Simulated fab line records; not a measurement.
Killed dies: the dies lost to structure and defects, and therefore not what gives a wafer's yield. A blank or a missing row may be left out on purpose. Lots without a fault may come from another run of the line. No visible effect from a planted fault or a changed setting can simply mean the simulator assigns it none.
fab line records :: flow n5Finfet
record
  lots=12
  wafers=31
  lastDay=17
route steps=1938 shown MIM_TOP@1835 MIM_TOP_LITHO@1849 MIM_TOP_ETCH@1852 PASSIVATION@1915
lots that met no fault: from a run of the same line without faults
startH: hours from the record's opening day to when the first of the lot's shown wafers began :: waitH: time in hours since the lot's previous step :: " unchanged from the row above :: L1.1+2: one row covering several wafers at once :: - no value, or no start was given :: * or withheld: withheld :: < > ~ a bound
route shown NAME@n: a module of which the file shows steps, and the number in the route of the first :: usual: mean/standard deviation of fault-free wafers :: same: alike in all rows :: chamber/n: place in a boat :: sites: readings site by site :: _std_site: standard deviation across them :: _edge_site: outer sites' mean less inner sites' :: radiusMm: how far each site lies from the wafer's centre :: mask NAME#n: copy n :: behind: the last tool/chamber to shape the wafer :: hold: cause of the lot's hold/its duration in hours/its outcome :: device: transistor that didn't switch, given as n, p or np :: end of line: the same wafers' tests at the end of the route :: a step without rows: its recipe alone :: killed: not the wafer's yield, but the dies lost to structure and defects at the first sort :: map: shows each die of a wafer: x if killed, . if not, _ if none is there
set.NAME: setting as actually run; set.NAME@STEP: the setting as run at that earlier step :: model.NAME: the simulator's own value behind a step, which no gauge read
steps of the route over a sample of lots; a table a step, a row a wafer
services: from which hour (startH, from the record's first day; less than 0 if before it) a tool's chamber was out of use, for how many hours, and why
## steps
# step N5_MIM_TOP_ALD_01
# recipe
  material=HfO2
  targetThkA=56
  tempC=withheld
  aldPrecursorFamily=Hf-amide
  aldCoReactant=O3
  pulseTimeS=1
  purgeTimeS=3
  coReactantPurgeTimeS=2
  coReactantPulseTimeS=3
  aldCycles=62
# usual
  precursorPulseHeightRel=1.002/0.021
# same
  coReactantPurgeTimeS=2
lot.wafer: L410.2
tool: aldHk-02
chamber: 2
startH: -
waitH: -
precursorPulseHeightRel: 1.000

lot.wafer: L410.3
tool: aldHk-02
chamber: 3
startH: -
waitH: -
precursorPulseHeightRel: 0.995

lot.wafer: L410.6
tool: aldHk-02
chamber: 0
startH: -
waitH: -
precursorPulseHeightRel: 0.965

lot.wafer: L411.1
tool: aldHk-03
chamber: 0
startH: -
waitH: -
precursorPulseHeightRel: 0.987

lot.wafer: L411.3
tool: aldHk-03
chamber: 3
startH: -
waitH: -
precursorPulseHeightRel: 1.012

lot.wafer: L409.1
tool: aldHk-01
chamber: 3
startH: -
waitH: -
precursorPulseHeightRel: 0.987

lot.wafer: L409.2
tool: aldHk-01
chamber: 2
startH: -
waitH: -
precursorPulseHeightRel: 1.014

lot.wafer: L413.1
tool: aldHk-02
chamber: 2
startH: -
waitH: -
precursorPulseHeightRel: 1.030

lot.wafer: L413.2
tool: aldHk-02
chamber: 3
startH: -
waitH: -
precursorPulseHeightRel: 1.006

lot.wafer: L413.5
tool: aldHk-02
chamber: 0
startH: -
waitH: -
precursorPulseHeightRel: 1.003

lot.wafer: L415.1
tool: aldHk-03
chamber: 0
startH: -
waitH: -
precursorPulseHeightRel: 0.985

lot.wafer: L415.2
tool: aldHk-03
chamber: 3
startH: -
waitH: -
precursorPulseHeightRel: 0.991

lot.wafer: L415.6
tool: aldHk-03
chamber: 2
startH: -
waitH: -
precursorPulseHeightRel: 1.012

lot.wafer: L414.1
tool: aldHk-03
chamber: 0
startH: -
waitH: -
precursorPulseHeightRel: 0.966

lot.wafer: L414.5
tool: aldHk-03
chamber: 0
startH: -
waitH: -
precursorPulseHeightRel: 1.003

lot.wafer: L414.6
tool: aldHk-03
chamber: 3
startH: -
waitH: -
precursorPulseHeightRel: 1.028

lot.wafer: L417.1
tool: aldHk-01
chamber: 1
startH: -
waitH: -
precursorPulseHeightRel: 1.028

lot.wafer: L417.3
tool: aldHk-01
chamber: 0
startH: -
waitH: -
precursorPulseHeightRel: 1.034

lot.wafer: L420.1
tool: aldHk-03
chamber: 3
startH: -
waitH: -
precursorPulseHeightRel: 1.018

lot.wafer: L420.3
tool: aldHk-03
chamber: 1
startH: -
waitH: -
precursorPulseHeightRel: 0.989

lot.wafer: L420.6
tool: aldHk-03
chamber: 2
startH: -
waitH: -
precursorPulseHeightRel: 1.003

lot.wafer: L426.1
tool: aldHk-02
chamber: 2
startH: -
waitH: -
precursorPulseHeightRel: 0.996

lot.wafer: L426.2
tool: aldHk-02
chamber: 0
startH: -
waitH: -
precursorPulseHeightRel: 0.997

lot.wafer: L426.4
tool: aldHk-02
chamber: 1
startH: -
waitH: -
precursorPulseHeightRel: 1.017

lot.wafer: L427.3
tool: aldHk-02
chamber: 0
startH: -
waitH: -
precursorPulseHeightRel: 0.993

lot.wafer: L427.4
tool: aldHk-02
chamber: 2
startH: -
waitH: -
precursorPulseHeightRel: 1.021

lot.wafer: L432.1
tool: aldHk-03
chamber: 2
startH: -
waitH: -
precursorPulseHeightRel: 1.004

lot.wafer: L432.3
tool: aldHk-03
chamber: 0
startH: -
waitH: -
precursorPulseHeightRel: 1.005

lot.wafer: L432.4
tool: aldHk-03
chamber: 3
startH: -
waitH: -
precursorPulseHeightRel: 1.012

lot.wafer: L431.3
tool: aldHk-02
chamber: 0
startH: -
waitH: -
precursorPulseHeightRel: 1.016

lot.wafer: L431.6
tool: aldHk-02
chamber: 3
startH: -
waitH: -
precursorPulseHeightRel: 0.983
# step N5_MIM_TOP_LITHO_INSPECT_12
# recipe
  mode=adi
  inspectInstrument=macro
# usual
  rawDefectCount=2.0/1.5
lot.wafer: L410.2
tool: defectInspect-02
chamber: -
startH: 261.83
waitH: 0.0
rawDefectCount: 3

lot.wafer: L410.3
tool: defectInspect-02
chamber: -
startH: 261.83
waitH: 0.0
rawDefectCount: 1

lot.wafer: L410.6
tool: defectInspect-02
chamber: -
startH: 261.83
waitH: 0.0
rawDefectCount: 2

lot.wafer: L411.1
tool: defectInspect-01
chamber: -
startH: 272.34
waitH: 0.0
rawDefectCount: 4

lot.wafer: L411.3
tool: defectInspect-01
chamber: -
startH: 272.34
waitH: 0.0
rawDefectCount: 3

lot.wafer: L409.1
tool: defectInspect-02
chamber: -
startH: 273.04
waitH: 0.0
rawDefectCount: 3

lot.wafer: L409.2
tool: defectInspect-02
chamber: -
startH: 273.04
waitH: 0.0
rawDefectCount: 2

lot.wafer: L413.1
tool: defectInspect-01
chamber: -
startH: 290.49
waitH: 0.0
rawDefectCount: 1

lot.wafer: L413.2
tool: defectInspect-01
chamber: -
startH: 290.49
waitH: 0.0
rawDefectCount: 1

lot.wafer: L413.5
tool: defectInspect-01
chamber: -
startH: 290.49
waitH: 0.0
rawDefectCount: 2

lot.wafer: L415.1
tool: defectInspect-01
chamber: -
startH: 290.65
waitH: 0.0
rawDefectCount: 2

lot.wafer: L415.2
tool: defectInspect-01
chamber: -
startH: 290.65
waitH: 0.0
rawDefectCount: 0

lot.wafer: L415.6
tool: defectInspect-01
chamber: -
startH: 290.65
waitH: 0.0
rawDefectCount: 0

lot.wafer: L414.1
tool: defectInspect-02
chamber: -
startH: 294.58
waitH: 0.0
rawDefectCount: 4

lot.wafer: L414.5
tool: defectInspect-02
chamber: -
startH: 294.58
waitH: 0.0
rawDefectCount: 2

lot.wafer: L414.6
tool: defectInspect-02
chamber: -
startH: 294.58
waitH: 0.0
rawDefectCount: 3

lot.wafer: L417.1
tool: defectInspect-02
chamber: -
startH: 316.89
waitH: 0.0
rawDefectCount: 3

lot.wafer: L417.3
tool: defectInspect-02
chamber: -
startH: 316.89
waitH: 0.0
rawDefectCount: 0

lot.wafer: L420.1
tool: defectInspect-02
chamber: -
startH: 332.35
waitH: 0.0
rawDefectCount: 0

lot.wafer: L420.3
tool: defectInspect-02
chamber: -
startH: 332.35
waitH: 0.0
rawDefectCount: 3

lot.wafer: L420.6
tool: defectInspect-02
chamber: -
startH: 332.35
waitH: 0.0
rawDefectCount: 1

lot.wafer: L426.1
tool: defectInspect-01
chamber: -
startH: 364.22
waitH: 0.0
rawDefectCount: 2

lot.wafer: L426.2
tool: defectInspect-01
chamber: -
startH: 364.22
waitH: 0.0
rawDefectCount: 2

lot.wafer: L426.4
tool: defectInspect-01
chamber: -
startH: 364.22
waitH: 0.0
rawDefectCount: 7

lot.wafer: L427.3
tool: defectInspect-01
chamber: -
startH: 379.42
waitH: 0.0
rawDefectCount: 2

lot.wafer: L427.4
tool: defectInspect-01
chamber: -
startH: 379.42
waitH: 0.0
rawDefectCount: 3

lot.wafer: L432.1
tool: defectInspect-02
chamber: -
startH: 406.89
waitH: 0.0
rawDefectCount: 5

lot.wafer: L432.3
tool: defectInspect-02
chamber: -
startH: 406.89
waitH: 0.0
rawDefectCount: 3

lot.wafer: L432.4
tool: defectInspect-02
chamber: -
startH: 406.89
waitH: 0.0
rawDefectCount: 1

lot.wafer: L431.3
tool: defectInspect-01
chamber: -
startH: 406.93
waitH: 0.0
rawDefectCount: 2

lot.wafer: L431.6
tool: defectInspect-01
chamber: -
startH: 406.93
waitH: 0.0
rawDefectCount: 0
# step N5_MIM_TOP_ETCH_STRIP_01
# recipe
  chemistry=O2
  powerW=600
  tempC=60
  pressureMtorr=30
  rfFrequencyHz=6e+07
  biasPowerW=0
  overashFraction=0.5
  o2FlowSccm=225
# usual
  drypumpMotorCurrentA=5.8/0.52
  o2FlowSccm=225.0/0.7
  oesProductAu=0.79/0.072
  rfVppV=3.7/1.2
  showerheadPlenumPTorr=2.10/0.065
  tempC=60.00/0.12
  throttleValvePct=16.68/0.28
lot.wafer: L410.2
tool: rieDiel-01
chamber: 1
startH: 262.14
waitH: 0.1
drypumpMotorCurrentA: 5.5
o2FlowSccm: 225.4
oesProductAu: 0.83
rfHoursCounterH: 92
rfVppV: 3.1
showerheadPlenumPTorr: 2.13
tempC: 60.07
throttleValvePct: 16.29

lot.wafer: L410.3
tool: rieDiel-01
chamber: 2
startH: 262.14
waitH: 0.1
drypumpMotorCurrentA: 5.3
o2FlowSccm: 225.0
oesProductAu: 0.89
rfHoursCounterH: 36
rfVppV: 3.9
showerheadPlenumPTorr: 2.05
tempC: 59.97
throttleValvePct: 16.56

lot.wafer: L410.6
tool: rieDiel-01
chamber: 1
startH: 262.14
waitH: 0.1
drypumpMotorCurrentA: 5.5
o2FlowSccm: 226.0
oesProductAu: 0.83
rfHoursCounterH: -
rfVppV: 2.8
showerheadPlenumPTorr: 2.13
tempC: 59.97
throttleValvePct: 16.30

lot.wafer: L411.1
tool: rieDiel-01
chamber: 2
startH: 273.10
waitH: 0.1
drypumpMotorCurrentA: 5.4
o2FlowSccm: 225.7
oesProductAu: 0.89
rfHoursCounterH: 41
rfVppV: 3.9
showerheadPlenumPTorr: 2.04
tempC: 59.88
throttleValvePct: 16.62

lot.wafer: L411.3
tool: rieDiel-01
chamber: 3
startH: 273.10
waitH: 0.1
drypumpMotorCurrentA: 5.3
o2FlowSccm: 224.9
oesProductAu: 0.82
rfHoursCounterH: 76
rfVppV: 3.3
showerheadPlenumPTorr: 2.13
tempC: 59.80
throttleValvePct: 16.85

lot.wafer: L409.1
tool: rieDiel-04
chamber: 3
startH: 273.45
waitH: 0.1
drypumpMotorCurrentA: 5.4
o2FlowSccm: 225.9
oesProductAu: 0.92
rfHoursCounterH: 15
rfVppV: 4.2
showerheadPlenumPTorr: 2.13
tempC: 60.15
throttleValvePct: 16.10

lot.wafer: L409.2
tool: rieDiel-04
chamber: 1
startH: 273.45
waitH: 0.1
drypumpMotorCurrentA: 5.6
o2FlowSccm: 225.5
oesProductAu: 0.77
rfHoursCounterH: 146
rfVppV: 4.7
showerheadPlenumPTorr: 2.11
tempC: 59.89
throttleValvePct: 16.79

lot.wafer: L413.1
tool: rieDiel-01
chamber: 0
startH: 290.87
waitH: 0.2
drypumpMotorCurrentA: 6.7
o2FlowSccm: 225.8
oesProductAu: 0.83
rfHoursCounterH: 87
rfVppV: 3.2
showerheadPlenumPTorr: 2.21
tempC: 59.91
throttleValvePct: 16.66

lot.wafer: L413.2
tool: rieDiel-01
chamber: 3
startH: 290.87
waitH: 0.2
drypumpMotorCurrentA: 5.2
o2FlowSccm: 224.5
oesProductAu: 0.83
rfHoursCounterH: 81
rfVppV: 4.0
showerheadPlenumPTorr: 2.13
tempC: 60.10
throttleValvePct: 16.91

lot.wafer: L413.5
tool: rieDiel-01
chamber: 0
startH: 290.87
waitH: 0.2
drypumpMotorCurrentA: 6.7
o2FlowSccm: 225.0
oesProductAu: 0.80
rfHoursCounterH: -
rfVppV: 3.6
showerheadPlenumPTorr: 2.21
tempC: 59.81
throttleValvePct: 16.65

lot.wafer: L415.1
tool: rieDiel-05
chamber: 0
startH: 290.91
waitH: 0.1
drypumpMotorCurrentA: 5.7
o2FlowSccm: 224.6
oesProductAu: 0.75
rfHoursCounterH: 136
rfVppV: 2.8
showerheadPlenumPTorr: 2.19
tempC: 60.09
throttleValvePct: 16.47

lot.wafer: L415.2
tool: rieDiel-05
chamber: 2
startH: 290.91
waitH: 0.1
drypumpMotorCurrentA: 5.2
o2FlowSccm: 225.7
oesProductAu: 0.73
rfHoursCounterH: 204
rfVppV: 2.2
showerheadPlenumPTorr: 2.07
tempC: 60.04
throttleValvePct: 16.54

lot.wafer: L415.6
tool: rieDiel-05
chamber: 1
startH: 290.91
waitH: 0.1
drypumpMotorCurrentA: 5.8
o2FlowSccm: 226.1
oesProductAu: 0.72
rfHoursCounterH: -
rfVppV: 5.4
showerheadPlenumPTorr: 2.00
tempC: 60.02
throttleValvePct: 17.00

lot.wafer: L414.1
tool: rieDiel-05
chamber: 0
startH: 294.97
waitH: 0.2
drypumpMotorCurrentA: 5.7
o2FlowSccm: 224.8
oesProductAu: 0.76
rfHoursCounterH: 137
rfVppV: 3.7
showerheadPlenumPTorr: 2.19
tempC: 60.12
throttleValvePct: 16.49

lot.wafer: L414.5
tool: rieDiel-05
chamber: 0
startH: 294.97
waitH: 0.2
drypumpMotorCurrentA: 5.7
o2FlowSccm: 224.1
oesProductAu: 0.76
rfHoursCounterH: -
rfVppV: 3.3
showerheadPlenumPTorr: 2.19
tempC: 60.01
throttleValvePct: 16.43

lot.wafer: L414.6
tool: rieDiel-05
chamber: 3
startH: 294.97
waitH: 0.2
drypumpMotorCurrentA: 6.3
o2FlowSccm: 226.2
oesProductAu: 0.79
rfHoursCounterH: -
rfVppV: 4.5
showerheadPlenumPTorr: 2.10
tempC: 60.18
throttleValvePct: 17.05

lot.wafer: L417.1
tool: rieDiel-05
chamber: 3
startH: 317.16
waitH: 0.1
drypumpMotorCurrentA: 6.3
o2FlowSccm: 226.3
oesProductAu: 0.77
rfHoursCounterH: 139
rfVppV: 3.4
showerheadPlenumPTorr: 2.10
tempC: 59.93
throttleValvePct: 17.03

lot.wafer: L417.3
tool: rieDiel-05
chamber: 2
startH: 317.16
waitH: 0.1
drypumpMotorCurrentA: 5.1
o2FlowSccm: 224.3
oesProductAu: 0.72
rfHoursCounterH: 210
rfVppV: 2.3
showerheadPlenumPTorr: 2.07
tempC: 60.01
throttleValvePct: 16.53

lot.wafer: L420.1
tool: rieDiel-04
chamber: 3
startH: 332.71
waitH: 0.1
drypumpMotorCurrentA: 5.4
o2FlowSccm: 225.8
oesProductAu: 0.89
rfHoursCounterH: 32
rfVppV: 4.4
showerheadPlenumPTorr: 2.12
tempC: 59.85
throttleValvePct: 16.13

lot.wafer: L420.3
tool: rieDiel-04
chamber: 2
startH: 332.71
waitH: 0.1
drypumpMotorCurrentA: 6.5
o2FlowSccm: 225.1
oesProductAu: 0.70
rfHoursCounterH: 188
rfVppV: 4.8
showerheadPlenumPTorr: 1.98
tempC: 60.05
throttleValvePct: 17.00

lot.wafer: L420.6
tool: rieDiel-04
chamber: 0
startH: 332.71
waitH: 0.1
drypumpMotorCurrentA: 6.5
o2FlowSccm: 224.4
oesProductAu: 0.94
rfHoursCounterH: -
rfVppV: 1.8
showerheadPlenumPTorr: 2.13
tempC: 59.76
throttleValvePct: 16.43

lot.wafer: L426.1
tool: rieDiel-01
chamber: 1
startH: 364.56
waitH: 0.1
drypumpMotorCurrentA: 5.5
o2FlowSccm: 224.8
oesProductAu: 0.81
rfHoursCounterH: 120
rfVppV: 6.2
showerheadPlenumPTorr: 2.12
tempC: 59.97
throttleValvePct: 16.35

lot.wafer: L426.2
tool: rieDiel-01
chamber: 0
startH: 364.56
waitH: 0.1
drypumpMotorCurrentA: 6.7
o2FlowSccm: 224.3
oesProductAu: 0.81
rfHoursCounterH: 107
rfVppV: 3.9
showerheadPlenumPTorr: 2.20
tempC: 60.15
throttleValvePct: 16.68

lot.wafer: L426.4
tool: rieDiel-01
chamber: 2
startH: 364.56
waitH: 0.1
drypumpMotorCurrentA: 5.4
o2FlowSccm: 224.1
oesProductAu: 0.85
rfHoursCounterH: 68
rfVppV: 1.7
showerheadPlenumPTorr: 2.03
tempC: 59.80
throttleValvePct: 16.67

lot.wafer: L427.3
tool: rieDiel-05
chamber: 1
startH: 379.68
waitH: 0.1
drypumpMotorCurrentA: 5.8
o2FlowSccm: 225.3
oesProductAu: 0.69
rfHoursCounterH: 214
rfVppV: 3.9
showerheadPlenumPTorr: 1.99
tempC: 60.19
throttleValvePct: 17.04

lot.wafer: L427.4
tool: rieDiel-05
chamber: 2
startH: 379.68
waitH: 0.1
drypumpMotorCurrentA: 5.2
o2FlowSccm: 226.5
oesProductAu: 0.72
rfHoursCounterH: 230
rfVppV: 4.5
showerheadPlenumPTorr: 2.06
tempC: 60.04
throttleValvePct: 16.64

lot.wafer: L432.1
tool: rieDiel-01
chamber: 1
startH: 407.15
waitH: 0.1
drypumpMotorCurrentA: 5.5
o2FlowSccm: 225.2
oesProductAu: 0.79
rfHoursCounterH: 133
rfVppV: 4.5
showerheadPlenumPTorr: 2.11
tempC: 59.97
throttleValvePct: 16.38

lot.wafer: L432.3
tool: rieDiel-01
chamber: 0
startH: 407.15
waitH: 0.1
drypumpMotorCurrentA: 6.7
o2FlowSccm: 224.0
oesProductAu: 0.79
rfHoursCounterH: 120
rfVppV: 2.3
showerheadPlenumPTorr: 2.20
tempC: 59.98
throttleValvePct: 16.67

lot.wafer: L432.4
tool: rieDiel-01
chamber: 3
startH: 407.15
waitH: 0.1
drypumpMotorCurrentA: 5.3
o2FlowSccm: 224.5
oesProductAu: 0.78
rfHoursCounterH: 113
rfVppV: 3.9
showerheadPlenumPTorr: 2.12
tempC: 60.13
throttleValvePct: 16.95

lot.wafer: L431.3
tool: rieDiel-01
chamber: 2
startH: 407.19
waitH: 0.1
drypumpMotorCurrentA: 5.3
o2FlowSccm: 225.5
oesProductAu: 0.83
rfHoursCounterH: 80
rfVppV: 3.3
showerheadPlenumPTorr: 2.03
tempC: 60.10
throttleValvePct: 16.69

lot.wafer: L431.6
tool: rieDiel-01
chamber: 3
startH: 407.19
waitH: 0.1
drypumpMotorCurrentA: 5.2
o2FlowSccm: 225.4
oesProductAu: 0.79
rfHoursCounterH: -
rfVppV: 4.2
showerheadPlenumPTorr: 2.12
tempC: 60.01
throttleValvePct: 16.90
# step N5_PASSIVATION_PECVD_53
# recipe
  material=SiO2
  targetThkA=8000
  tempC=400
  precursor=TEOS/O2
  pressureTorr=6.5
  rfW=withheld
  teosFlowSccm=withheld
  gas=O2
  flowSccm=2650
  timeS=169.4
# usual
  runLengthS=197.5/0.52
lot.wafer: L410.2
tool: pecvd-04
chamber: 0
startH: 268.55
waitH: 0.0
runLengthS: 197.3

lot.wafer: L410.3
tool: pecvd-04
chamber: 1
startH: 268.55
waitH: 0.0
runLengthS: 196.6

lot.wafer: L410.6
tool: pecvd-04
chamber: 0
startH: 268.55
waitH: 0.0
runLengthS: 197.6

lot.wafer: L411.1
tool: pecvd-01
chamber: 2
startH: 278.41
waitH: 0.2
runLengthS: 197.6

lot.wafer: L411.3
tool: pecvd-01
chamber: 1
startH: 278.41
waitH: 0.2
runLengthS: 197.8

lot.wafer: L409.1
tool: pecvd-03
chamber: 1
startH: 278.49
waitH: 0.2
runLengthS: 196.7

lot.wafer: L409.2
tool: pecvd-03
chamber: 0
startH: 278.49
waitH: 0.2
runLengthS: 197.2

lot.wafer: L413.1
tool: pecvd-01
chamber: 0
startH: 296.91
waitH: 0.0
runLengthS: 198.1

lot.wafer: L413.2
tool: pecvd-01
chamber: 2
startH: 296.91
waitH: 0.0
runLengthS: 197.8

lot.wafer: L413.5
tool: pecvd-01
chamber: 2
startH: 296.91
waitH: 0.0
runLengthS: 197.5

lot.wafer: L415.1
tool: pecvd-03
chamber: 0
startH: 298.31
waitH: 0.0
runLengthS: 196.8

lot.wafer: L415.2
tool: pecvd-03
chamber: 2
startH: 298.31
waitH: 0.0
runLengthS: 197.8

lot.wafer: L415.6
tool: pecvd-03
chamber: 2
startH: 298.31
waitH: 0.0
runLengthS: 197.5

lot.wafer: L414.1
tool: pecvd-03
chamber: 0
startH: 302.57
waitH: 0.0
runLengthS: 197.4

lot.wafer: L414.5
tool: pecvd-03
chamber: 1
startH: 302.57
waitH: 0.0
runLengthS: 197.2

lot.wafer: L414.6
tool: pecvd-03
chamber: 0
startH: 302.57
waitH: 0.0
runLengthS: 197.8

lot.wafer: L417.1
tool: pecvd-03
chamber: 0
startH: 323.32
waitH: 0.0
runLengthS: 197.3

lot.wafer: L417.3
tool: pecvd-03
chamber: 2
startH: 323.32
waitH: 0.0
runLengthS: 197.8

lot.wafer: L420.1
tool: pecvd-03
chamber: 1
startH: 340.03
waitH: 0.0
runLengthS: 204.2

lot.wafer: L420.3
tool: pecvd-03
chamber: 2
startH: 340.03
waitH: 0.0
runLengthS: 197.4

lot.wafer: L420.6
tool: pecvd-03
chamber: 2
startH: 340.03
waitH: 0.0
runLengthS: 197.9

lot.wafer: L426.1
tool: pecvd-01
chamber: 1
startH: 371.00
waitH: 0.0
runLengthS: 198.5

lot.wafer: L426.2
tool: pecvd-01
chamber: 2
startH: 371.00
waitH: 0.0
runLengthS: 197.4

lot.wafer: L426.4
tool: pecvd-01
chamber: 2
startH: 371.00
waitH: 0.0
runLengthS: 197.7

lot.wafer: L427.3
tool: pecvd-04
chamber: 2
startH: 384.86
waitH: 0.0
runLengthS: 197.1

lot.wafer: L427.4
tool: pecvd-04
chamber: 1
startH: 384.86
waitH: 0.0
runLengthS: 196.7

lot.wafer: L431.3
tool: pecvd-01
chamber: 1
startH: 413.60
waitH: 0.0
runLengthS: 197.9

lot.wafer: L431.6
tool: pecvd-01
chamber: 0
startH: 413.60
waitH: 0.0
runLengthS: 198.4

lot.wafer: L432.1
tool: pecvd-04
chamber: 2
startH: 413.94
waitH: 0.0
runLengthS: 197.2

lot.wafer: L432.3
tool: pecvd-04
chamber: 1
startH: 413.94
waitH: 0.0
runLengthS: 196.5

lot.wafer: L432.4
tool: pecvd-04
chamber: 0
startH: 413.94
waitH: 0.0
runLengthS: 197.1
# step N5_PASSIVATION_PROBE_49
# usual
  defectLimitedYield=91.2/1.5
  killed_at_M0_to_M3=36/10
  killed_at_M4_up=13/6
  killedAtContacts=11/5.2
  killedAtFrontEnd=40/11
  killedAtOther=3.1/2.9
  killedDies=104/17
  killedOpen=66/12
  killedShort=34/7.7
  sort_bin_5_function=5.1/0.91
  sort_bin_6_memory=3.2/0.67
  sortNPass=1076/17
  sortYieldPct=91.2/1.5
# same
  grossDies=1180
  killedAtBackSide=0
  sort_bin_4_leakage[%]=0
  sort_bin_8_speed[%]=0
lot.wafer: L420.1
tool: prober-02
chamber: -
startH: 344.51
waitH: 0.0
defectLimitedYield[%]: 89.8
killed_at_M0_to_M3: 52
killed_at_M4_up: 15
killedAtContacts: 5
killedAtFrontEnd: 38
killedAtOther: 10
killedDies: 120
killedOpen: 68
killedShort: 42
sort_bin_5_function[%]: 6.6
sort_bin_6_memory[%]: 3.4
sortNPass: 1060
sortYieldPct[%]: 89.8
# killed by level:class
L420.1 BEOL_M0_SAQP:geometricParticle:open=16 BEOL_M0_SAQP:geometricParticle:short=14 FIN_SAQP:geometricParticle:short=12 STARTING-WAFER:geometricParticle:open=8 PASSIVATION:areaPecvd=8 STI_FIN_REVEAL:geometricParticle:open=6 BEOL_M1:geometricParticle:open=6 BEOL_M5:geometricParticle:open=6
## services
tool: pecvd-04
chamber: 2
startH: 246.07
hours: 5.5
kind: scheduledDown

tool: pecvd-04
chamber: 2
startH: 251.58
hours: -
kind: clean

tool: pecvd-04
chamber: 2
startH: 251.58
hours: -
kind: consumableReplace:showerhead

tool: pecvd-04
chamber: 2
startH: 251.58
hours: 29.0
kind: scheduledDown

tool: pecvd-04
chamber: 2
startH: 251.58
hours: 29.0
kind: ventCycle

tool: pecvd-03
chamber: -
startH: 257.52
hours: 0.3
kind: repair

tool: aldHk-02
chamber: -
startH: 265.56
hours: 0.9
kind: repair

tool: rieDiel-01
chamber: 1
startH: 286.80
hours: 6.7
kind: repair

tool: aldHk-01
chamber: -
startH: 288.27
hours: 8.7
kind: pm

tool: rieDiel-05
chamber: 0
startH: 300.39
hours: 21.1
kind: repair

tool: rieDiel-05
chamber: 2
startH: 303.66
hours: 4.9
kind: repair

tool: pecvd-01
chamber: -
startH: 318.31
hours: 6.0
kind: pm

tool: pecvd-03
chamber: 0
startH: 330.27
hours: 10.9
kind: repair

tool: rieDiel-05
chamber: 0
startH: 334.70
hours: 17.2
kind: repair

tool: aldHk-01
chamber: -
startH: 348.01
hours: 0.7
kind: repair

tool: rieDiel-01
chamber: 3
startH: 375.65
hours: 2.5
kind: repair

tool: pecvd-01
chamber: 0
startH: 378.85
hours: 2.1
kind: scheduledDown

tool: pecvd-04
chamber: 2
startH: 382.38
hours: 2.1
kind: scheduledDown

tool: aldHk-03
chamber: -
startH: 382.51
hours: 0.5
kind: repair

tool: pecvd-03
chamber: 1
startH: 383.62
hours: -
kind: clean

tool: pecvd-03
chamber: 1
startH: 383.62
hours: -
kind: consumableReplace:showerhead

tool: pecvd-03
chamber: 1
startH: 383.62
hours: 29.0
kind: scheduledDown

tool: pecvd-03
chamber: 1
startH: 383.62
hours: 29.0
kind: ventCycle

tool: rieDiel-05
chamber: 3
startH: 396.61
hours: 3.4
kind: repair
## key
firstSign
  step=N5_PASSIVATION_PECVD_53
  reading=runLengthS
  direction=up
  sigmas=13
  usual=*
  struck=*
effect none on later readings
metAt N5_PASSIVATION_PECVD_53
struckLots L420
struckWafers L420.1
notActingAt N5_MIM_TOP_ALD_01,N5_MIM_TOP_LITHO_INSPECT_12,N5_MIM_TOP_ETCH_STRIP_01
onsetBetween 323.32 340.03
fault
  kind=processParameterDrift
  tool=pecvd-03
  chamber=-
  onsetH=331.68
  steps=N5_PASSIVATION_PECVD_53
  channel=timeS
  offset=*
  shape=step
  endH=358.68
  scope=struckWafersOnly
  actsIn=*
  stated=*
